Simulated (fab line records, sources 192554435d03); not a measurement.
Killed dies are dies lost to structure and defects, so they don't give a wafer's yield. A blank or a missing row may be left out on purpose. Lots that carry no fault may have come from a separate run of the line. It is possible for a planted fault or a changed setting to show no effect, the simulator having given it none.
Struck lot and sound lot, side by side | flow n5 finfet | 19 steps out of a route of 1938
Sound: the wafers L436.1, L436.4, L436.5. Wafers struck: L442.3, L442.5, L442.6. At the end, the cause is stated.
At each step with rows: each side's tool, then ch and its chambers, then its first start. Under that, the readings that differ: sound wafers | struck wafers | difference of the means | sigmas: that difference in standard deviations of wafers without a fault.
alike: a reading whose means differ by less than 2 such deviations, as well as words and numbers matching on both sides. not compared: withheld readings; readings where some wafer has no value; bounds like >300 that might hide an equal value; numbers whose values overlap and for which the record gives no deviation.
The two part at a step that has a row with sigmas, a row that says differs or no value, or rows on one side only. Numbers that have no deviation but don't overlap get no sigmas and don't part them. A reading missing from all wafers of one side parts the sides only when that side holds two or more wafers.

N5_ILD0_THK_MEAS_08:
  sound on film metro-01 at day 3 21:53; struck on film metro-02 at day 5 09:37
  alike: thk nm
then, 1 step without rows for these wafers: N5_ILD0_PRECLEAN_10 (cleans in NF3:NH3, afs cycles 5, time 20 s, sublimation time 60 s).
N5_ILD0_ALD_15: deposits SiNx, target thk 24 nm, pulse time 1 s, ald cycles 480.
  sound on ald sin-04 ch 1,3, day 3 22:39; struck on ald sin-01 ch 2,3, day 5 10:21
  alike: heater power w, precursor pulse height rel, susceptor temp C
N5_ILD0_CMP_12: polishes SiNx, stops on poly-Si, t overpolish 6 s, target thk 17.67 nm.
  sound on cmp-03 ch 1,2,3, day 4 00:51; struck on cmp-01 ch 1,2,3, day 5 12:40
  alike: motor current A, overpolish run s, time to endpoint s
N5_ILD0_THK_MEAS_13:
  sound on film metro-02 at day 4 01:08; struck on film metro-02 at day 5 12:51
  alike: thk nm
N5_ILD0_INSPECT_06: inspects for defects (darkfield).
  sound on defect inspect-01 at day 4 01:10; struck on defect inspect-01 at day 5 12:52
  alike: raw defect count
N5_SDB_HM_DEP_00: deposits SiNx from SiH4/NH3/N2, target thk 40 nm, time 35.3 s.
  sound on pecvd-02 ch 1,2, day 4 01:13; struck on pecvd-04 ch 1,2, day 5 12:55
  alike: heater power w, showerhead plenum p Torr, susceptor temp C, throttle valve pct
then, 5 steps without rows for these wafers: N5_SDB_COAT_03 (time 60 s, resist thk 100 nm); N5_SDB_COAT_04 (time 60 s, resist thk 18 nm); N5_SDB_COAT_05 (resist thk 90 nm); N5_SDB_EBR_07; N5_SDB_SOFTBAKE_06 (time 60 s).
N5_SDB_EXPOSE_08: exposes mask SDB.
  sound on arfi scanner-03 ch 0, day 4 01:32; struck on arfi scanner-03 ch 0, day 5 13:07
  reading                     | sound          | struck      | difference | sigmas
  model.SDB.overlay x nm (nm) | -0.4 -0.4 -0.4 | 5.8 5.8 5.8 | +6.2       |
  alike: mask
then, 2 steps without rows for these wafers: N5_SDB_PEB_09 (peb time 60 s); N5_SDB_DEVELOP_10 (develop time 30 s).
N5_SDB_CD_MEAS_11 targets a cd of 50 nm.
  sound on cd sem-03 ch 0, day 4 01:40; struck on cd sem-02 ch 0, day 5 13:14
  reading    | sound          | struck         | difference | sigmas
  cd nm (nm) | 47.9 46.7 48.6 | 50.0 52.3 53.0 | +4.0       | +3
N5_SDB_OVL_MEAS_12:
  sound on overlay-01 ch 0, day 4 01:41; struck on overlay-01 ch 0, day 5 13:16
  reading      | sound         | struck      | difference | sigmas
  SDB_OVL (nm) | 0.2 -0.8 -0.3 | 5.1 5.3 6.2 | +5.8       | +8
N5_SDB_INSPECT_13: inspects for defects (brightfield).
  sound on defect inspect-02 at day 4 01:43; struck on defect inspect-02 at day 5 13:17
  alike: raw defect count
-- the record jumps here: 9 days lie between the struck wafers' starts before and after (it left off in module SDB and takes up again in module PASSIVATION, whose first step shown is number 1936 of the route) --
N5_PASSIVATION_PROBE_49:
  rows exist in the record for the struck wafers here (prober-01, day 14 10:44), but not for the sound ones

== WHERE THEY PART ==
At N5_SDB_CD_MEAS_11 first; at N5_PASSIVATION_PROBE_49 last (within this record only).

WHY: what had been put in by the simulator
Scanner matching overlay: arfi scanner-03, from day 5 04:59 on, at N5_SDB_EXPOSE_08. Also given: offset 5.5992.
